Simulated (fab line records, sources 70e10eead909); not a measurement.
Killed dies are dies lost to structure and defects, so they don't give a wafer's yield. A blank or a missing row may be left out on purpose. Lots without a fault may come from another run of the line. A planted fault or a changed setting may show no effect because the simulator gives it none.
fab line records | flow nand_harc
record lots=13 wafers=39 last_day=33
route steps=1302 shown A_CHANNEL_FILL_D2@624 THIN_TSV@1275 END@1302
lots that met no fault: from a run of the same line without faults
start_h: hours from the record's first day to the start of the lot's first wafer shown | wait_h: hours since the lot's step before | " the same as in the row above | L1.1+2: a row that stands for several wafers | - no value, or no start given | * or withheld: withheld | < > ~ a bound
route shown NAME@n: a module of which the file shows steps, and the number in the route of the first | usual: mean/standard deviation of fault-free wafers | same: alike in all rows | chamber/n: place in a boat | sites: the reading at each site | _std_site: their standard deviation | _edge_site: outer sites' mean less inner sites' | radius_mm: how far each site lies from the wafer's centre | mask NAME#n: copy n | behind: the tool/chamber that last shaped the wafer | hold: why the lot was held/for how many hours/how that ended | device: the transistor (n, p or np) that didn't switch | end of line: the same wafers' tests at the end of the route | a step without rows: its recipe alone | killed: dies lost to structure and defects at the first sort, not the wafer's yield | map: a wafer's dies, x killed, . not, _ none there
set.NAME: the setting as run; set.NAME@STEP: as run at that earlier step | model.NAME: the simulator's own value behind a step, which no gauge read
steps of the route over a sample of lots; a table a step, a row a wafer
services: from which hour (start_h, from the record's first day; less than 0 if before it) a tool's chamber was out of use, for how many hours, and why
## steps
# step NHARC_A_CHANNEL_FILL_D2_CVD_05
# recipe target_thk_a=50 temp_c=550 material=poly-Si
# usual zone_power_bottom_pct=11.4/0.49 zone_power_lower_pct=7.86/0.28 zone_power_top_pct=17.7/0.65
# columns lot.wafer tool chamber start_h wait_h zone_power_bottom_pct zone_power_lower_pct zone_power_top_pct
L993.3 lpcvd_poly-04 0 333.42 2.7 10.3 7.09 19.3
L993.4 " 0 " " 10.3 7.06 18.9
L993.5 " 0 " " 10.2 7.14 19.0
L994.1 lpcvd_poly-01 0 336.51 2.3 11.3 7.97 18.1
L994.3 " 0 " " 11.4 7.98 18.1
L994.5 " 0 " " 11.3 8.00 18.0
L995.1 lpcvd_poly-03 0 340.91 2.4 11.7 8.04 17.5
L995.4 " 0 " " 11.7 8.17 17.0
L995.5 " 0 " " 11.7 8.05 17.1
L996.1 lpcvd_poly-01 0 357.40 - 11.4 8.01 18.1
L996.2 " 0 " " 11.5 7.96 18.0
L996.5 " 0 " " 11.1 7.90 17.8
L997.1 lpcvd_poly-01 0 357.40 2.3 11.4 7.90 17.9
L997.2 " 0 " " 11.4 7.93 18.0
L997.5 " 0 " " 11.4 7.81 17.8
L999.4 lpcvd_poly-03 0 381.19 2.4 11.7 7.95 17.3
L999.5 " 0 " " 11.6 8.03 17.1
L999.6 " 0 " " 11.9 7.89 17.3
L102.1 lpcvd_poly-03 0 424.57 2.4 11.7 8.06 16.9
L102.3 " 0 " " 11.8 8.04 17.1
L102.6 " 0 " " 11.7 8.00 17.4
L106.1 lpcvd_poly-03 0 458.41 2.4 11.9 7.93 17.1
L106.2 " 0 " " 11.9 7.93 17.1
L106.6 " 0 " " 11.8 7.99 17.0
L107.2 lpcvd_poly-01 0 481.51 2.6 11.5 8.02 18.2
L107.3 " 0 " " 11.5 7.82 18.2
L107.6 " 0 " " 11.4 7.95 18.2
L108.2 lpcvd_poly-01 0 481.51 2.6 11.5 7.96 18.0
L108.4 " 0 " " 11.5 7.84 17.8
L108.6 " 0 " " 11.6 8.02 17.7
L111.1 lpcvd_poly-03 0 499.21 2.4 11.9 8.04 17.0
L111.2 " 0 " " 11.7 7.93 16.8
L111.4 " 0 " " 11.7 8.05 17.1
L115.1 lpcvd_poly-01 0 553.19 2.3 11.5 7.94 18.1
L115.2 " 0 " " 11.4 7.93 18.0
L115.5 " 0 " " 11.2 7.93 17.9
L116.1 lpcvd_poly-01 0 553.19 2.3 11.4 7.90 18.1
L116.3 " 0 " " 11.4 7.93 17.9
L116.4 " 0 " " 11.3 7.75 18.2
# step NHARC_THIN_TSV_ANNEAL_52
# recipe temp_c=225 time_s=90
# usual wafer_temp_C_max=226.6/0.36
# columns lot.wafer tool chamber start_h wait_h wafer_temp_C_max
L995.1 rtp_anneal-02 0 559.81 0.6 226.6
L995.4 " 0 " " 227.4
L995.5 " 0 " " 226.4
L993.3 rtp_anneal-02 0 561.19 0.5 226.4
L993.4 " 0 " " 227.4
L993.5 " 0 " " 226.8
L994.1 rtp_anneal-01 0 564.93 0.5 226.5
L994.3 " 0 " " 226.5
L994.5 " 0 " " 226.2
L996.1 rtp_anneal-02 0 576.56 0.5 226.7
L996.2 " 0 " " 227.4
L996.5 " 0 " " 226.9
L997.1 rtp_anneal-01 0 587.34 0.7 226.4
L997.2 " 0 " " 226.8
L997.5 " 0 " " 226.3
L999.4 rtp_anneal-02 0 607.10 0.5 226.6
L999.5 " 0 " " 226.4
L999.6 " 0 " " 227.4
L102.1 rtp_anneal-02 0 642.85 0.6 226.1
L102.3 " 0 " " 227.1
L102.6 " 0 " " 227.0
L106.1 rtp_anneal-02 0 680.27 0.5 227.1
L106.2 " 0 " " 226.7
L106.6 " 0 " " 226.7
L107.2 rtp_anneal-02 0 706.49 0.6 226.8
L107.3 " 0 " " 227.0
L107.6 " 0 " " 226.3
L108.2 rtp_anneal-02 0 717.44 0.7 226.6
L108.4 " 0 " " 226.9
L108.6 " 0 " " 227.3
L111.1 rtp_anneal-02 0 734.42 0.6 227.2
L111.2 " 0 " " 226.5
L111.4 " 0 " " 227.3
L115.1 rtp_anneal-02 0 775.62 0.5 226.6
L115.2 " 0 " " 226.6
L115.5 " 0 " " 226.6
L116.1 rtp_anneal-01 0 776.91 0.6 227.0
L116.3 " 0 " " 226.5
L116.4 " 0 " " 226.6
# step NHARC_THIN_TSV_CMP_21
# recipe t_overpolish_s=30 target_thk_nm=2000
# usual motor_current_A=12.1/0.94 overpolish_run_s=30.000/0.0095
# columns lot.wafer tool chamber start_h wait_h motor_current_A overpolish_run_s
L995.4 cmp-04 0 560.18 - 11.6 29.985
L995.1 " 2 " " 12.7 30.011
L995.5 " 0 " " 12.0 30.000
L993.3 cmp-04 0 561.49 - 12.3 29.993
L993.4 " 1 " " 14.2 30.010
L993.5 " 2 " " 13.0 29.980
L994.3 cmp-04 2 565.27 - 12.8 29.992
L994.1 " 0 " " 11.4 30.004
L994.5 " 2 " " 13.1 30.001
L996.1 cmp-02 1 576.90 - 11.8 29.995
L996.2 " 2 " " 11.4 29.985
L996.5 " 1 " " 11.9 30.005
L997.1 cmp-02 3 587.71 - 12.0 30.005
L997.2 " 0 " " 11.8 30.003
L997.5 " 3 " " 12.1 29.989
L999.4 cmp-01 2 607.31 - 10.8 29.997
L999.5 " 1 " " 11.4 30.012
L999.6 " 2 " " 10.6 29.990
L102.3 cmp-01 2 643.23 - 11.6 29.989
L102.1 " 0 " " 10.8 29.996
L102.6 " 2 " " 11.6 30.001
L106.2 cmp-04 2 680.64 - 12.5 30.017
L106.1 " 0 " " 11.5 29.994
L106.6 " 2 " " 12.7 29.989
L107.3 cmp-02 1 706.79 - 12.3 29.991
L107.2 " 2 " " 11.5 30.007
L107.6 " 2 " " 11.4 29.999
L108.2 cmp-01 1 717.80 - 11.5 30.005
L108.4 " 2 " " 10.8 30.007
L108.6 " 3 " " 12.5 30.019
L111.1 cmp-01 3 734.76 - 12.8 30.003
L111.2 " 0 " " 10.4 29.995
L111.4 " 2 " " 10.7 29.995
L115.2 cmp-04 1 775.97 - 14.2 29.997
L115.1 " 2 " " 12.9 30.008
L115.5 " 2 " " 13.5 30.029
L116.4 cmp-02 1 777.25 - 12.4 30.000
L116.3 " 3 " " 12.3 30.013
L116.1 " 0 " " 12.1 29.990
# step NHARC_THIN_TSV_PRE_CLEAN_54
# recipe time_s=30 temp_c=280 gas=H2/He
# usual heater_power_w=425/36
# columns lot.wafer tool chamber start_h wait_h heater_power_w
L995.1 pvd_sputter-01 - 560.69 0.1 411
L995.4 " - " " 439
L995.5 " - " " 432
L993.3 pvd_sputter-01 - 561.98 0.1 446
L993.4 " - " " 417
L993.5 " - " " 442
L994.3 pvd_sputter-02 - 565.80 0.1 451
L994.1 " - " " 496
L994.5 " - " " 475
L996.2 pvd_sputter-03 - 577.43 0.0 408
L996.1 " - " " 440
L996.5 " - " " 402
L997.1 pvd_sputter-02 - 588.21 0.1 381
L997.2 " - " " 469
L997.5 " - " " 374
L999.4 pvd_sputter-01 - 607.82 0.0 426
L999.6 " - " " 443
L999.5 " - " " 424
L102.1 pvd_sputter-01 - 643.73 0.1 399
L102.3 " - " " 421
L102.6 " - " " 408
L106.2 pvd_sputter-02 - 681.17 0.1 450
L106.1 " - " " 465
L106.6 " - " " 362
L107.2 pvd_sputter-02 - 707.34 0.0 370
L107.3 " - " " 473
L107.6 " - " " 361
L108.2 pvd_sputter-01 - 718.29 0.1 429
L108.4 " - " " 441
L108.6 " - " " 452
L111.2 pvd_sputter-03 - 735.29 0.1 398
L111.4 " - " " 447
L111.1 " - " " 390
L115.2 pvd_sputter-02 - 776.50 0.1 452
L115.1 " - " " 358
L115.5 " - " " 482
L116.3 pvd_sputter-01 - 777.80 0.1 406
L116.4 " - " " 412
L116.1 " - " " 415
# step NHARC_END_SORT_01
# recipe temp_c=25
# usual killed_at_array=59/19 killed_at_other=1.0/1.1 killed_at_periphery=3.8/2.4 killed_dies=64/19 killed_open=3.3/2 killed_short=2.4/1.6
# same gross_dies=677
# columns lot.wafer tool chamber start_h wait_h killed_at_array killed_at_other killed_at_periphery killed_dies killed_open killed_short
L995.1 prober-01 0 571.38 2.5 54 0 2 56 2 2
L995.4 prober-01 0 573.75 3.4 67 0 4 71 5 5
L995.5 prober-01 0 574.54 3.7 51 0 5 56 4 3
L993.3 prober-02 0 572.97 3.1 66 1 2 69 5 2
L993.4 prober-02 0 573.76 3.4 77 1 3 81 6 5
L993.5 prober-02 0 574.56 3.7 64 2 3 69 2 2
L994.1 prober-01 0 579.16 2.5 63 2 2 67 3 2
L994.3 prober-01 0 580.74 3.1 60 3 2 65 6 2
L994.5 prober-01 0 582.32 3.7 59 0 4 63 1 5
L996.1 prober-02 0 591.00 2.5 75 0 7 82 6 1
L996.2 prober-02 0 591.80 2.8 101 1 1 103 3 3
L996.5 prober-02 0 594.20 3.7 82 0 2 84 3 3
L997.1 prober-01 0 602.80 2.5 39 0 8 47 2 1
L997.2 prober-01 0 603.60 2.8 48 0 5 53 3 3
L997.5 prober-01 0 606.01 3.7 66 0 3 69 2 5
L999.4 prober-02 0 621.47 3.4 78 1 4 83 3 3
L999.5 prober-02 0 622.27 3.7 67 2 3 72 2 1
L999.6 prober-02 0 623.06 4.0 77 1 4 82 5 0
L107.2 prober-01 0 719.32 2.8 139 2 4 145 9 2
L107.3 prober-01 0 720.11 3.1 132 2 0 134 4 0
L107.6 prober-01 0 722.51 4.0 141 3 1 145 4 0
L108.2 prober-02 0 729.17 2.8 147 0 5 152 3 4
L108.4 prober-02 0 730.76 3.4 157 0 3 160 4 3
L108.6 prober-02 0 732.35 4.0 160 0 4 164 5 3
# killed by level:class
L995.1 A_CHANNEL_HOLE_D1:chamber_film_flake=36 A_STAIRCASE:chamber_film_flake=7 A_CHANNEL_HOLE_D2:chamber_film_flake=4 A_CONTACT:chamber_film_flake=2 P_STI:geometric_particle:short=1 A_DECK1_JOINT:geometric_particle:short=1 A_CHANNEL_FILL_D2:geometric_particle:open=1 A_M0:geometric_particle:open=1
L993.3 A_CHANNEL_HOLE_D1:chamber_film_flake=31 A_SLIT:chamber_film_flake=19 A_CHANNEL_HOLE_D2:chamber_film_flake=3 A_WL_FILL:chamber_film_flake=3 A_CONTACT:chamber_film_flake=2 P_CONTACT:geometric_particle:open=1 A_DECK1_JOINT:geometric_particle:open=1 A_DECK1_JOINT:geometric_particle:short=1
L995.4 A_CHANNEL_HOLE_D1:chamber_film_flake=38 A_CHANNEL_HOLE_D2:chamber_film_flake=11 A_STAIRCASE:chamber_film_flake=5 A_M0:geometric_particle:open=2 P_BONDPAD:chamber_film_flake=2 A_CHANNEL_FILL_D1:chamber_film_flake=2 A_CONTACT:chamber_film_flake=2 P_CONTACT:geometric_particle:open=1
L993.4 A_CHANNEL_HOLE_D1:chamber_film_flake=33 A_SLIT:chamber_film_flake=18 A_CHANNEL_HOLE_D2:chamber_film_flake=4 A_STAIRCASE:chamber_film_flake=4 A_WL_FILL:chamber_film_flake=3 A_CONTACT:chamber_film_flake=3 A_ONON_D2:geometric_particle:open=2 A_CHANNEL_FILL_D2:geometric_particle:short=2
L995.5 A_CHANNEL_HOLE_D1:chamber_film_flake=29 A_CHANNEL_HOLE_D2:chamber_film_flake=9 A_STAIRCASE:chamber_film_flake=7 P_GATE:geometric_particle:open=1 P_M1:geometric_particle:open=1 P_M2:geometric_particle:open=1 A_ONON_D1:geometric_particle:short=1 A_CHANNEL_HOLE_D1:geometric_particle:open=1
L993.5 A_CHANNEL_HOLE_D1:chamber_film_flake=29 A_SLIT:chamber_film_flake=14 A_CHANNEL_HOLE_D2:chamber_film_flake=9 A_WL_FILL:chamber_film_flake=3 A_CHANNEL_FILL_D2:geometric_particle:short=2 P_BONDPAD:chamber_film_flake=2 A_STAIRCASE:chamber_film_flake=2 A_CONTACT:chamber_film_flake=2
L994.1 A_CHANNEL_HOLE_D2:chamber_film_flake=33 A_SLIT:chamber_film_flake=18 A_CONTACT:chamber_film_flake=3 A_M1:chamber_film_flake=2 THIN_TSV:chamber_film_flake=2 P_GATE:geometric_particle:short=1 P_M0:geometric_particle:open=1 A_CHANNEL_HOLE_D1:geometric_particle:short=1
L994.3 A_CHANNEL_HOLE_D2:chamber_film_flake=27 A_SLIT:chamber_film_flake=15 A_CHANNEL_HOLE_D1:chamber_film_flake=4 THIN_TSV:chamber_film_flake=3 A_CHANNEL_FILL_D1:geometric_particle:open=2 A_DECK1_JOINT:chamber_film_flake=2 A_CONTACT:chamber_film_flake=2 A_M1:chamber_film_flake=2
L994.5 A_CHANNEL_HOLE_D2:chamber_film_flake=30 A_SLIT:chamber_film_flake=19 A_CHANNEL_FILL_D2:geometric_particle:short=2 P_GATE:chamber_film_flake=2 A_M1:chamber_film_flake=2 A_CHANNEL_FILL_D1:geometric_particle:open=1 A_CHANNEL_FILL_D1:geometric_particle:short=1 A_DECK1_JOINT:geometric_particle:short=1
L996.1 A_CHANNEL_HOLE_D1:chamber_film_flake=23 A_CHANNEL_HOLE_D2:chamber_film_flake=21 A_SLIT:chamber_film_flake=13 A_SGD_CUT:chamber_film_flake=6 A_CONTACT:chamber_film_flake=5 A_CHANNEL_FILL_D1:chamber_film_flake=4 P_STI:chamber_film_flake=3 P_GATE:geometric_particle:open=2
L996.2 A_CHANNEL_HOLE_D2:chamber_film_flake=32 A_CHANNEL_HOLE_D1:chamber_film_flake=31 A_SLIT:chamber_film_flake=20 A_CONTACT:chamber_film_flake=6 A_SGD_CUT:chamber_film_flake=3 A_CHANNEL_FILL_D1:geometric_particle:open=2 A_DECK1_JOINT:geometric_particle:short=2 A_WL_FILL:geometric_particle:short=1
L996.5 A_CHANNEL_HOLE_D1:chamber_film_flake=21 A_CHANNEL_HOLE_D2:chamber_film_flake=19 A_SLIT:chamber_film_flake=18 A_CONTACT:chamber_film_flake=8 A_SGD_CUT:chamber_film_flake=6 A_WL_FILL:geometric_particle:open=2 A_STAIRCASE:chamber_film_flake=2 A_ONON_D1:geometric_particle:short=1
L997.1 A_SLIT:chamber_film_flake=16 A_CHANNEL_HOLE_D2:chamber_film_flake=14 P_M1:chamber_film_flake=4 A_CONTACT:chamber_film_flake=2 A_BONDPAD:chamber_film_flake=2 P_GATE:geometric_particle:open=1 P_CONTACT:geometric_particle:short=1 A_ONON_D2:geometric_particle:open=1
L997.2 A_SLIT:chamber_film_flake=24 A_CHANNEL_HOLE_D2:chamber_film_flake=9 A_CONTACT:chamber_film_flake=4 P_M1:chamber_film_flake=2 A_CHANNEL_HOLE_D1:chamber_film_flake=2 A_STAIRCASE:chamber_film_flake=2 P_STI:geometric_particle:open=1 A_CHANNEL_FILL_D1:geometric_particle:open=1
L997.5 A_SLIT:chamber_film_flake=28 A_CONTACT:chamber_film_flake=14 A_CHANNEL_HOLE_D2:chamber_film_flake=7 A_CHANNEL_HOLE_D1:chamber_film_flake=4 A_BONDPAD:chamber_film_flake=4 P_STI:chamber_film_flake=3 A_ONON_D1:geometric_particle:short=1 A_DECK1_JOINT:geometric_particle:open=1
L999.4 A_SLIT:chamber_film_flake=28 A_CHANNEL_HOLE_D1:chamber_film_flake=27 A_CHANNEL_HOLE_D2:chamber_film_flake=12 A_CONTACT:chamber_film_flake=6 P_STI:geometric_particle:short=1 P_CONTACT:geometric_particle:open=1 A_CHANNEL_FILL_D1:geometric_particle:short=1 A_CHANNEL_FILL_D1:geometric_particle:open=1
L999.5 A_CHANNEL_HOLE_D1:chamber_film_flake=28 A_SLIT:chamber_film_flake=26 A_CHANNEL_HOLE_D2:chamber_film_flake=7 THIN_TSV:chamber_film_flake=2 P_CONTACT:geometric_particle:open=1 A_ONON_D2:geometric_particle:short=1 A_CHANNEL_FILL_D2:geometric_particle:open=1 P_M0:chamber_film_flake=1
L999.6 A_CHANNEL_HOLE_D1:chamber_film_flake=32 A_SLIT:chamber_film_flake=31 A_CHANNEL_HOLE_D2:chamber_film_flake=7 A_CONTACT:chamber_film_flake=3 A_M0:geometric_particle:open=2 P_BONDPAD:chamber_film_flake=2 P_GATE:geometric_particle:open=1 A_ONON_D1:geometric_particle:open=1
L107.2 A_CHANNEL_FILL_D2:unspecified=85 A_SLIT:chamber_film_flake=23 A_CHANNEL_HOLE_D2:chamber_film_flake=13 A_CHANNEL_HOLE_D1:chamber_film_flake=7 A_WL_FILL:geometric_particle:short=2 THIN_TSV:chamber_film_flake=2 P_GATE:geometric_particle:open=1 P_CONTACT:geometric_particle:open=1
L107.3 A_CHANNEL_FILL_D2:unspecified=79 A_SLIT:chamber_film_flake=25 A_CHANNEL_HOLE_D2:chamber_film_flake=13 A_CHANNEL_HOLE_D1:chamber_film_flake=8 THIN_TSV:chamber_film_flake=2 A_CHANNEL_HOLE_D1:geometric_particle:open=1 A_CHANNEL_FILL_D2:geometric_particle:open=1 A_SGD_CUT:geometric_particle:open=1
L107.6 A_CHANNEL_FILL_D2:unspecified=91 A_SLIT:chamber_film_flake=26 A_CHANNEL_HOLE_D2:chamber_film_flake=15 A_CHANNEL_HOLE_D1:chamber_film_flake=5 THIN_TSV:chamber_film_flake=3 A_M0:geometric_particle:open=2 P_M0:geometric_particle:open=1 A_WL_FILL:geometric_particle:open=1
L108.2 A_CHANNEL_FILL_D2:unspecified=84 A_CHANNEL_HOLE_D1:chamber_film_flake=30 A_SLIT:chamber_film_flake=18 A_CHANNEL_FILL_D1:chamber_film_flake=3 P_ZERO_WELL:chamber_film_flake=2 A_CHANNEL_FILL_D2:chamber_film_flake=2 A_STAIRCASE:chamber_film_flake=2 A_WL_FILL:chamber_film_flake=2
L108.4 A_CHANNEL_FILL_D2:unspecified=81 A_CHANNEL_HOLE_D1:chamber_film_flake=37 A_SLIT:chamber_film_flake=29 P_GATE:geometric_particle:open=1 P_BONDPAD:geometric_particle:short=1 A_ONON_D1:geometric_particle:open=1 A_CHANNEL_FILL_D1:geometric_particle:open=1 A_DECK1_JOINT:geometric_particle:open=1
L108.6 A_CHANNEL_FILL_D2:unspecified=89 A_CHANNEL_HOLE_D1:chamber_film_flake=29 A_SLIT:chamber_film_flake=27 A_DECK1_JOINT:chamber_film_flake=3 A_BLC:geometric_particle:open=2 A_STAIRCASE:chamber_film_flake=2 A_CONTACT:chamber_film_flake=2 P_M0:geometric_particle:open=1
## services
# columns tool chamber start_h hours kind
pvd_sputter-02 - 313.33 8.5 repair
lpcvd_poly-03 - 386.00 26.0 pm
cmp-04 - 395.06 1.2 repair
cmp-04 - 405.95 4.0 pm
pvd_sputter-01 - 425.85 2.4 repair
pvd_sputter-01 - 447.03 2.8 repair
pvd_sputter-01 - 449.86 10.0 pm
pvd_sputter-02 - 461.76 10.0 pm
cmp-04 - 464.34 0.8 repair
lpcvd_poly-03 - 485.12 2.0 repair
cmp-04 - 504.02 4.0 pm
cmp-04 - 518.93 0.5 repair
cmp-04 - 526.21 3.8 repair
lpcvd_poly-01 - 568.19 26.0 pm
cmp-04 - 589.56 1.7 repair
cmp-04 - 602.02 4.0 pm
pvd_sputter-01 - 627.86 10.0 pm
pvd_sputter-02 - 639.76 10.0 pm
cmp-04 - 655.87 0.4 repair
pvd_sputter-02 - 682.33 3.9 repair
cmp-04 - 692.68 3.1 repair
cmp-04 - 700.02 4.0 pm
lpcvd_poly-03 - 704.28 4.4 repair
rtp_anneal-02 - 744.00 12.0 pm
## key
first_sign step=NHARC_END_SORT_01 reading=killed_at_array direction=up sigmas=4.5 usual=59 struck=146
effect step=NHARC_END_SORT_01 reading=killed_dies direction=up sigmas=4.5 usual=64 struck=150
more_kills_born_at NHARC_A_CHANNEL_FILL_D2_CVD_05@lpcvd_poly-01=509
met_at NHARC_A_CHANNEL_FILL_D2_CVD_05
struck_lots L107,L108
tester_left_out L107,L108
not_acting_at NHARC_THIN_TSV_ANNEAL_52,NHARC_THIN_TSV_CMP_21,NHARC_THIN_TSV_PRE_CLEAN_54
onset_between 357.40 481.51
fault kind=chamber_particle_source tool=lpcvd_poly-01 chamber=- onset_h=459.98 steps=NHARC_A_CHANNEL_FILL_D2_CVD_05 rate_per_visit_cm2=0.87784 end_h=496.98
# tester_left_out: of these lots the tester's yield and bins aren't shown, on N5 and GAA mostly nor the transistor test; their killed dies are dies lost to structure and defects alone, not to doping, threshold or leakage, so they don't give the yield
